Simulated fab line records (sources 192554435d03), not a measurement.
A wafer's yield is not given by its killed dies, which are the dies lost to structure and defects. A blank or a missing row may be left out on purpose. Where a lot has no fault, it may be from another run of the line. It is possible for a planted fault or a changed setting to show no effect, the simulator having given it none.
fab line records	flow n5_finfet
[record] lots = 9	wafers = 27	last_day = 18
route steps=1938 shown ZERO_LAYER@16 WELL_APT@40 PMOS_HMC_CHANNEL_EPI@70 BEOL_M4@1111 PASSIVATION@1936
lots with no fault: from the same line, run without faults
start_h: hours from the record's first day to the start of the lot's first wafer shown	wait_h: hours since the lot's step before	" unchanged from the row above	L1.1+2: a single row standing in for several wafers	- no value, or no start given	* or withheld: withheld	< > ~ a bound
route shown NAME@n: names a module that has steps shown in the file, with the first one's number in the route	usual: mean and standard deviation over wafers with no fault	same: alike in all rows	chamber/n: place in a boat	sites: the reading at each site	_std_site: standard deviation of those values	_edge_site: the outer-site mean with the inner-site mean subtracted	radius_mm: for every site, how far away it sits from the centre of the wafer	mask NAME#n: copy n	behind: the most recent tool/chamber to have shaped the wafer	hold: cause of the lot's hold/its duration in hours/its outcome	device: whichever transistor did not switch (one of n, p or np)	end of line: at the end of the route, the tests of the same wafers	a step given without rows: its recipe and nothing more	killed: at the first sort, the dies lost to defects and structure; wafer yield is something else	map: the dies of a wafer, with x for killed, . for not killed, _ for no die there
set.NAME: setting as actually run; set.NAME@STEP: the setting as run at that earlier step	model.NAME: the simulator's own value behind a step, which no gauge read
steps of the route over a sample of lots; a table a step, a row a wafer
services: a tool's chamber out of use, with start hour (start_h, from the record's first day; less than 0 if before it), hours out, and reason
[[steps]]
[step N5_ZERO_LAYER_ETCH_18]
[recipe] chemistry = HBr/Cl2	target = Si	target_depth_a = 1200	time_s = 40	pressure_mtorr = 10	icp_w = 800	bias_w = 75	HBr_flow_sccm = 150	Cl2_flow_sccm = 80
[usual] bias_w = 74.98/0.25	drypump_motor_current_A = 5.6/0.44	he_backside_leak_sccm = 2.7/0.35	oes_product_au = 0.996/0.015	throttle_valve_pct = 36.3/0.31
lot.wafer	tool	chamber	start_h	wait_h	bias_w	drypump_motor_current_A	he_backside_leak_sccm	oes_product_au	rf_hours_counter_h	throttle_valve_pct
L839.1	rie_si-06	3	18.79	0.0	74.79	6.4	2.6	0.992	92	36.3
L839.5	"	3	"	"	74.87	6.3	2.5	0.987	-	36.2
L839.6	"	0	"	"	74.92	5.4	2.9	0.998	-	36.4
L840.1	rie_si-02	2	25.03	0.0	75.16	5.0	2.5	1.007	62	36.4
L840.3	"	0	"	"	74.91	5.6	3.4	1.012	178	36.0
L840.5	"	3	"	"	74.98	6.1	2.6	1.019	-	35.9
L841.2	rie_si-06	3	30.95	0.1	75.07	6.4	2.5	0.996	92	36.3
L841.5	"	3	"	"	74.97	6.4	2.5	0.988	-	36.3
L841.6	"	2	"	"	75.08	5.4	2.5	0.993	-	36.1
L843.2	rie_si-03	1	42.92	0.1	74.86	6.3	2.9	0.961	66	36.2
L843.5	"	0	"	"	75.23	5.6	2.4	0.990	-	37.1
L843.6	"	1	"	"	74.87	6.3	2.9	0.970	-	36.1
L850.1	rie_si-02	1	84.79	0.0	75.08	5.8	4.7	0.970	2	36.0
L850.5	"	1	"	"	74.71	5.8	3.0	0.978	-	36.0
L850.6	"	2	"	"	75.04	5.1	2.4	1.008	-	36.4
L852.1	rie_si-02	1	96.91	0.0	74.96	5.8	3.1	0.980	2	36.0
L852.3	"	3	"	"	75.11	6.1	2.5	1.018	28	36.0
L852.5	"	0	"	"	74.76	5.6	3.4	1.024	-	36.0
L858.2	rie_si-06	2	133.75	0.0	75.06	5.4	2.5	0.995	4	36.1
L858.4	"	3	"	"	74.92	6.4	2.7	0.995	94	36.3
L858.5	"	2	"	"	74.97	5.4	2.4	0.994	-	36.1
L860.2	rie_si-03	2	144.79	0.0	75.40	6.0	2.5	1.006	86	36.8
L860.3	"	0	"	"	75.13	5.5	2.5	1.008	49	37.1
L860.6	"	0	"	"	74.84	5.5	2.4	1.004	-	37.1
L861.1	rie_si-06	2	150.84	0.0	75.13	5.4	2.7	0.993	4	36.1
L861.5	"	1	"	"	74.77	5.1	2.8	0.988	-	36.3
L861.6	"	0	"	"	75.02	5.4	2.9	0.992	-	36.4
[step N5_WELL_APT_PEB_23]
[recipe] peb_temp_c = 130	peb_time_s = 90
[usual] chill_plate_temp_C = 23.02/0.1	plate_temp_C = 130.00/0.13
lot.wafer	tool	chamber	start_h	wait_h	chill_plate_temp_C	plate_temp_C
L839.1	litho_track-02	0	21.02	0.1	23.16	129.93
L839.5	"	0	"	"	22.99	129.86
L839.6	"	0	"	"	23.14	130.00
L840.1	litho_track-05	0	26.81	0.1	22.93	130.05
L840.3	"	0	"	"	23.14	129.85
L840.5	"	0	"	"	23.12	130.19
L841.2	litho_track-03	0	32.73	0.0	22.87	129.80
L841.5	"	0	"	"	22.95	129.91
L841.6	"	0	"	"	23.11	129.77
L843.2	litho_track-03	0	44.94	0.0	23.18	129.89
L843.5	"	0	"	"	23.09	130.09
L843.6	"	0	"	"	22.97	129.85
L850.1	litho_track-03	0	86.87	0.1	23.02	131.33
L850.5	"	0	"	"	23.17	131.19
L850.6	"	0	"	"	23.06	130.96
L852.1	litho_track-03	0	99.34	0.1	23.05	131.20
L852.3	"	0	"	"	22.97	131.16
L852.5	"	0	"	"	23.03	131.07
L858.2	litho_track-02	0	135.95	0.0	23.19	129.70
L858.4	"	0	"	"	22.92	129.89
L858.5	"	0	"	"	23.11	129.90
L860.2	litho_track-05	0	146.56	0.0	22.89	129.78
L860.3	"	0	"	"	22.98	129.91
L860.6	"	0	"	"	22.86	130.03
L861.1	litho_track-03	0	152.76	0.1	23.13	129.97
L861.5	"	0	"	"	22.97	129.91
L861.6	"	0	"	"	23.07	130.14
[step N5_WELL_APT_CD_MEAS_25]
[recipe] target_cd_nm = 200	landing_energy_ev = 500	detector = se_inlens
[usual] cd_nm = 200.2/1.9
lot.wafer	tool	chamber	start_h	wait_h	cd_nm
L839.1	cd_sem-02	0	21.14	-	198.1
L839.5	"	0	"	"	201.5
L839.6	"	0	"	"	202.9
L840.1	cd_sem-03	0	26.93	-	200.2
L840.3	"	0	"	"	201.4
L840.5	"	0	"	"	204.1
L841.2	cd_sem-02	0	32.84	-	196.3
L841.5	"	0	"	"	201.3
L841.6	"	0	"	"	198.6
L843.2	cd_sem-02	0	45.06	-	201.7
L843.5	"	0	"	"	198.7
L843.6	"	0	"	"	203.8
L850.1	cd_sem-01	0	86.98	-	207.0
L850.5	"	0	"	"	209.9
L850.6	"	0	"	"	211.0
L852.1	cd_sem-02	0	99.45	-	201.3
L852.3	"	0	"	"	201.9
L852.5	"	0	"	"	201.3
L858.2	cd_sem-02	0	136.06	-	198.8
L858.4	"	0	"	"	198.4
L858.5	"	0	"	"	198.6
L860.2	cd_sem-03	0	146.68	-	200.1
L860.3	"	0	"	"	201.1
L860.6	"	0	"	"	200.5
L861.1	cd_sem-02	0	152.87	-	198.9
L861.5	"	0	"	"	199.9
L861.6	"	0	"	"	199.6
[step N5_PMOS_HMC_CHANNEL_EPI_HM_OPEN_15]
[recipe] chemistry = CHF3/O2	target = SiO2	mask_material = CAR-ArF-block	target_depth_a = 406	CHF3_flow_sccm = 50	O2_flow_sccm = 5	Ar_flow_sccm = 200	time_s = 20.3	pressure_mtorr = 30	source_w = 650	bias_w = 170	ion_energy_ev = 200
[usual] CHF3_flow_sccm = 50.00/0.15	bias_w = 169.9/0.48	drypump_motor_current_A = 5.5/0.42	mfc_ar_sccm = 200.0/0.56	oes_f_703_au = 0.76/0.065	oes_product_au = 0.76/0.071	rf_vpp_V = 526/10	showerhead_plenum_p_Torr = 2.42/0.058	throttle_valve_pct = 18.93/0.14
lot.wafer	tool	chamber	start_h	wait_h	CHF3_flow_sccm	bias_w	drypump_motor_current_A	mfc_ar_sccm	oes_f_703_au	oes_product_au	rf_hours_counter_h	rf_vpp_V	showerhead_plenum_p_Torr	throttle_valve_pct
L839.1	rie_diel-03	0	23.70	0.0	50.05	168.9	5.4	199.2	0.95	0.97	7	520	2.37	18.78
L839.5	"	3	"	"	49.90	169.4	5.6	200.0	0.79	0.81	-	544	2.52	19.14
L839.6	"	0	"	"	50.23	170.1	5.5	199.7	0.93	0.96	-	523	2.37	18.75
L840.1	rie_diel-05	0	29.46	0.0	49.83	169.9	5.8	199.8	0.77	0.77	144	531	2.50	18.92
L840.3	"	3	"	"	50.12	170.3	5.8	199.9	0.80	0.79	118	533	2.41	18.85
L840.5	"	1	"	"	49.89	169.9	5.5	199.8	0.73	0.73	-	517	2.40	18.84
L841.2	rie_diel-03	0	35.05	0.0	49.95	170.6	5.5	199.5	0.92	0.95	10	521	2.37	18.78
L841.5	"	3	"	"	50.03	169.4	5.6	200.5	0.79	0.82	-	541	2.52	19.17
L841.6	"	0	"	"	49.90	169.7	5.5	199.6	0.93	0.95	-	521	2.37	18.77
L843.2	rie_diel-04	0	47.29	0.0	49.86	170.1	6.1	200.4	0.77	0.76	154	534	2.42	18.90
L843.5	"	3	"	"	49.94	171.0	5.0	199.6	0.71	0.70	-	512	2.39	19.06
L843.6	"	2	"	"	50.05	170.6	6.5	199.9	0.70	0.71	-	527	2.31	18.91
L850.1	rie_diel-03	3	89.86	0.0	50.10	170.4	5.6	200.6	0.78	0.79	131	543	2.51	19.21
L850.5	"	3	"	"	50.21	170.1	5.6	200.6	0.77	0.79	-	543	2.51	19.18
L850.6	"	2	"	"	49.97	169.6	5.1	199.7	0.68	0.68	-	527	2.48	18.79
L852.1	rie_diel-05	3	102.55	0.0	50.06	169.7	5.8	200.2	0.78	0.76	138	532	2.40	18.87
L852.3	"	0	"	"	49.83	170.1	5.8	199.9	0.74	0.74	165	530	2.49	18.97
L852.5	"	3	"	"	49.91	170.2	5.9	200.2	0.78	0.76	-	533	2.40	18.88
L858.2	rie_diel-04	0	139.42	0.0	49.83	169.2	6.2	199.5	0.76	0.76	176	534	2.41	18.94
L858.4	"	3	"	"	49.77	170.2	5.0	198.7	0.70	0.69	226	512	2.39	19.09
L858.5	"	0	"	"	50.05	169.5	6.1	200.0	0.76	0.76	-	534	2.41	18.96
L860.2	rie_diel-05	0	149.55	0.0	49.90	169.9	5.8	200.2	0.74	0.73	183	532	2.49	18.98
L860.3	"	3	"	"	49.96	169.7	5.8	199.8	0.76	0.75	156	533	2.39	18.91
L860.6	"	3	"	"	49.98	170.2	5.8	200.5	0.76	0.75	-	533	2.39	18.89
L861.1	rie_diel-05	0	155.61	0.0	50.18	169.6	5.8	200.7	0.73	0.73	184	529	2.49	19.01
L861.5	"	0	"	"	50.40	169.9	5.8	200.4	0.73	0.73	-	530	2.49	18.99
L861.6	"	1	"	"	49.86	169.8	5.5	198.8	0.70	0.70	-	517	2.38	18.91
[step N5_PMOS_HMC_CHANNEL_EPI_CMP_21]
[recipe] material = SiGe30	post_cmp_clean = alkaline_brush	target_thk_nm = 54
[usual] motor_current_A = 11.8/1.1	slurry_filter_dp_kPa = 13.49/0.13
lot.wafer	tool	chamber	start_h	wait_h	motor_current_A	slurry_filter_dp_kPa
L839.1	cmp-01	3	25.98	0.0	12.3	13.50
L839.5	"	3	"	"	13.0	13.67
L839.6	"	0	"	"	12.8	13.64
L840.3	cmp-02	1	31.75	0.0	12.0	13.60
L840.1	"	3	"	"	11.0	13.52
L840.5	"	1	"	"	11.4	13.48
L841.2	cmp-02	0	36.95	0.0	10.6	13.38
L841.6	"	0	"	"	10.7	13.57
L841.5	"	1	"	"	11.4	13.46
L843.2	cmp-01	0	49.25	0.1	12.3	13.46
L843.6	"	3	"	"	12.9	13.41
L843.5	"	0	"	"	12.6	13.58
L850.1	cmp-01	0	91.82	0.1	12.7	13.56
L850.5	"	2	"	"	11.4	13.64
L850.6	"	3	"	"	13.4	13.46
L852.1	cmp-02	1	104.99	0.1	11.2	13.55
L852.3	"	2	"	"	12.4	13.41
L852.5	"	0	"	"	11.1	13.67
L858.4	cmp-01	3	141.38	0.1	13.3	13.66
L858.2	"	0	"	"	11.8	13.38
L858.5	"	1	"	"	10.6	13.38
L860.2	cmp-04	1	151.90	0.0	10.1	13.42
L860.3	"	0	"	"	12.8	13.44
L860.6	"	1	"	"	10.0	13.30
L861.1	cmp-01	1	157.93	0.1	10.5	13.58
L861.6	"	0	"	"	12.4	13.59
L861.5	"	1	"	"	10.5	13.39
[step N5_BEOL_M4_RC_MEAS_101]
[usual] DIBL_N = 36.2/1.6	DIBL_P = 36.1/2	IOFF_N = 0.16/0.032	IOFF_P = 0.22/0.036	ION_N = 672/11	ION_P = 463/7.5	SS_N = 71.4/0.58	SS_P = 73.2/0.67	VT_N = 250/3.3	VT_P = -250/3.3
lot.wafer	tool	chamber	start_h	wait_h	DIBL_N[mV/V]	DIBL_P[mV/V]	IOFF_N[nA/um]	IOFF_P[nA/um]	ION_N[uA/um]	ION_P[uA/um]	SS_N[mV/dec]	SS_P[mV/dec]	VT_N[mV]	VT_P[mV]
L839.1	prober-01	0	175.49	0.0	35.8	35.9	0.15	0.24	678	477	71.1	73.3	249	-246
L839.5	"	0	"	"	33.8	32.6	0.11	0.19	659	464	70.3	72.6	253	-251
L839.6	"	0	"	"	35.6	34.7	0.15	0.22	672	470	71.3	72.8	248	-247
L840.1	prober-02	0	179.65	0.0	35.8	36.9	0.15	0.22	678	470	71.6	73.6	248	-250
L840.3	"	0	"	"	35.9	35.7	0.15	0.19	664	457	71.4	72.8	249	-252
L840.5	"	0	"	"	38.0	39.7	0.19	0.27	675	469	72.2	74.3	249	-249
L841.2	prober-02	0	181.64	0.2	36.3	35.6	0.16	0.23	683	474	71.8	73.3	247	-250
L841.5	"	0	"	"	37.3	37.0	0.18	0.25	680	465	71.7	73.5	247	-246
L841.6	"	0	"	"	37.1	36.1	0.16	0.22	680	472	71.6	73.8	248	-250
L843.2	prober-01	0	200.53	0.2	37.3	36.4	0.17	0.23	673	467	71.5	73.2	250	-247
L843.5	"	0	"	"	36.5	34.5	0.17	0.20	678	459	71.8	72.7	247	-249
L843.6	"	0	"	"	34.3	33.2	0.13	0.18	668	457	70.1	72.1	249	-250
L850.1	prober-02	0	246.98	0.0	33.7	33.0	0.12	0.19	657	461	70.5	72.0	252	-246
L850.5	"	0	"	"	35.4	35.0	0.15	0.23	681	468	71.2	72.8	250	-245
L850.6	"	0	"	"	36.2	35.8	0.18	0.23	686	474	71.4	73.0	247	-244
L852.1	prober-01	0	278.71	0.0	34.1	34.8	0.13	0.16	669	455	71.1	72.4	252	-256
L852.3	"	0	"	"	35.1	36.3	0.14	0.18	668	459	70.8	72.5	252	-256
L852.5	"	0	"	"	34.9	35.6	0.13	0.17	656	444	70.9	73.1	254	-255
L858.2	prober-02	0	305.23	0.2	40.5	38.1	0.21	0.27	666	462	71.8	73.7	246	-247
L858.4	"	0	"	"	37.6	34.2	0.15	0.20	660	462	71.4	72.6	250	-250
L858.5	"	0	"	"	38.3	34.9	0.16	0.20	653	457	71.7	72.8	251	-250
L860.2	prober-02	0	323.01	0.2	33.9	34.4	0.12	0.17	661	464	70.6	71.7	254	-253
L860.3	"	0	"	"	35.4	37.0	0.14	0.20	679	466	70.3	72.9	253	-249
L860.6	"	0	"	"	34.7	36.1	0.13	0.19	669	466	70.5	72.2	254	-252
L861.1	prober-02	0	339.85	0.0	38.7	39.5	0.20	0.25	694	469	72.4	73.6	244	-246
L861.5	"	0	"	"	36.5	37.2	0.16	0.22	679	470	72.2	73.4	250	-247
L861.6	"	0	"	"	34.7	35.7	0.13	0.20	661	465	71.4	72.2	252	-252
[step N5_PASSIVATION_PROBE_49]
[usual] defect_limited_yield = 91.4/1.3	killed_at_M0_to_M3 = 34/10	killed_at_M4_up = 14/5.6	killed_at_contacts = 13/5.9	killed_at_front_end = 37/9.9	killed_at_other = 3.5/2.8	killed_dies = 101/15	killed_on_rim = 13/3.9	killed_open = 67/12	killed_short = 32/6.6	sort_bin_5_function = 5.0/0.81	sort_bin_6_memory = 3.2/0.66	sort_n_pass = 1079/15	sort_yield_pct = 91.4/1.3
[same] gross_dies = 1180	killed_at_back_side = 0	sort_bin_4_leakage[%] = 0	sort_bin_8_speed[%] = 0
lot.wafer	tool	chamber	start_h	wait_h	defect_limited_yield[%]	killed_at_M0_to_M3	killed_at_M4_up	killed_at_contacts	killed_at_front_end	killed_at_other	killed_dies	killed_on_rim	killed_open	killed_short	sort_bin_5_function[%]	sort_bin_6_memory[%]	sort_n_pass	sort_yield_pct[%]
L841.2	prober-02	-	288.47	0.1	92.5	39	12	8	26	3	88	16	59	28	4.0	3.2	1092	92.5
L841.5	prober-02	-	288.62	0.2	92.6	33	22	4	26	2	87	13	61	23	4.4	2.5	1093	92.6
L841.6	prober-02	-	288.67	0.3	92.4	34	14	8	30	4	90	16	55	34	4.3	3.2	1090	92.4
// killed by level:class
L841.2 BEOL_M2:geometric_particle:open=9 STI_FIN_REVEAL:geometric_particle:open=8 MOL_CONTACT_COAG:geometric_particle:open=8 BEOL_M0_SAQP:geometric_particle:open=6 GATE_CUT:geometric_particle:short=5 BEOL_M0_SAQP:geometric_particle:short=5 BEOL_M0:geometric_particle:open=5 BEOL_M1:geometric_particle:open=4
L841.5 BEOL_M2:geometric_particle:open=12 BEOL_M4:geometric_particle:open=10 GATE_CUT:geometric_particle:short=6 BEOL_M0_SAQP:geometric_particle:open=6 STI_FIN_REVEAL:geometric_particle:open=4 BEOL_M1:geometric_particle:open=4 FIN_SAQP:geometric_particle:open=3 GATE_CUT:geometric_particle:open=3
L841.6 MOL_CONTACT_COAG:geometric_particle:open=7 FIN_SAQP:geometric_particle:short=6 BEOL_M0_SAQP:geometric_particle:short=6 STI_FIN_REVEAL:geometric_particle:open=5 BEOL_M0_SAQP:geometric_particle:open=5 BEOL_M2:geometric_particle:open=5 BEOL_M4:geometric_particle:open=5 BEOL_M1:geometric_particle:short=4
[[services]]
tool	chamber	start_h	hours	kind
rie_diel-04	0	-4.85	1.6	repair
rie_diel-05	3	8.70	8.3	repair
rie_diel-04	1	20.40	7.2	repair
cmp-01	-	28.10	3.0	repair
rie_diel-04	2	34.66	7.4	repair
rie_si-02	-	38.96	0.7	repair
litho_track-03	-	52.19	-	consumable_replace:filter
rie_diel-03	2	63.50	4.4	repair
rie_diel-05	3	63.51	2.7	repair
cmp-02	-	73.45	5.7	pm
rie_diel-03	-	78.65	2.5	repair
rie_si-06	0	81.36	1.9	repair
cmp-04	-	84.45	7.3	pm
cmp-01	-	102.37	1.4	repair
cmp-02	-	116.34	7.8	repair
rie_diel-04	-	118.88	14.6	pm
cmp-04	-	142.39	1.4	repair
cmp-04	-	143.81	4.8	pm
cmp-02	-	157.69	4.0	pm
[[key]]
[first_sign] step = N5_WELL_APT_PEB_23	reading = plate_temp_C	direction = up	sigmas = 8.6	usual = *	struck = *
[effect] step = N5_WELL_APT_CD_MEAS_25	reading = cd_nm	direction = up	sigmas = 2.7	usual = 200.2	struck = 205.4	through = control_loop
met_at N5_WELL_APT_PEB_23
struck_lots L850,L852
[loop_trim] step = N5_WELL_APT_EXPOSE_22	setting = dose	lots = L852
not_acting_at N5_ZERO_LAYER_ETCH_18,N5_PMOS_HMC_CHANNEL_EPI_HM_OPEN_15,N5_PMOS_HMC_CHANNEL_EPI_CMP_21
onset_between 44.94 86.87
[fault] kind = process_parameter_drift	tool = litho_track-03	chamber = -	onset_h = 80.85	steps = N5_WELL_APT_PEB_23	channel = peb_temp_c	offset = *	shape = step	end_h = 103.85	acts_in = *	stated = *
// loop_trim: a control loop set the setting to another value than it would have without faults
